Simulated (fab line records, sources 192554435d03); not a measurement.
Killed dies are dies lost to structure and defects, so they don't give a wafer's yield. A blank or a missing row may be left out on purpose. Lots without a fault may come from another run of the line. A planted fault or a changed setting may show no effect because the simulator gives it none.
Chamber matching | flow n5_finfet | N5_SDB_DESCUM_16 on rie_diel-05: 4 sister chambers
The step chemistry O2, time 7.9 s. 4 wafers are shown with their chamber, then 8 later ones without.

WAFERS WITH THEIR CHAMBER
wafer  | chamber | drypump_motor_current_A (A)
L084.1 | 3       | 5.7
L084.5 | 1       | 5.8
L084.6 | 2       | 5.2
L089.1 | 0       | 5.5

WAFERS WITHOUT THEIR CHAMBER
wafer  | drypump_motor_current_A (A)
L089.3 | 5.6
L089.6 | 5.5
L093.1 | 5.2
L093.4 | 5.6
L093.5 | 5.8
L096.1 | 5.8
L096.5 | 5.2
L096.6 | 5.8

WHICH CHAMBER EACH WENT THROUGH
wafer  | from the rows above     | in truth
L089.3 | can't be placed: 0 or 3 | 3
L089.6 | 0                       | 0
L093.1 | 2                       | 2
L093.4 | can't be placed: 0 or 3 | 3
L093.5 | 1                       | 1
L096.1 | 1                       | 1
L096.5 | 2                       | 2
L096.6 | 1                       | 1
Placed correctly: 6 of 8. Can't be placed from these rows: 2 (the true chamber is among the candidates in 2). Placed wrongly: 0.
How it was worked out, from the rows above alone: a wafer's distance from a chamber is the root of the sum, over the readings, of the square of ((its reading less the chamber's mean) divided by the reading's scatter). The wafer belongs to the nearest chamber; if the next one is less than 2 further off, it can't be placed. A chamber's mean is the mean of its shown wafers. The scatter: with one shown wafer a chamber, the root of the mean of the squares of how far each hidden wafer lies from its nearest shown one.
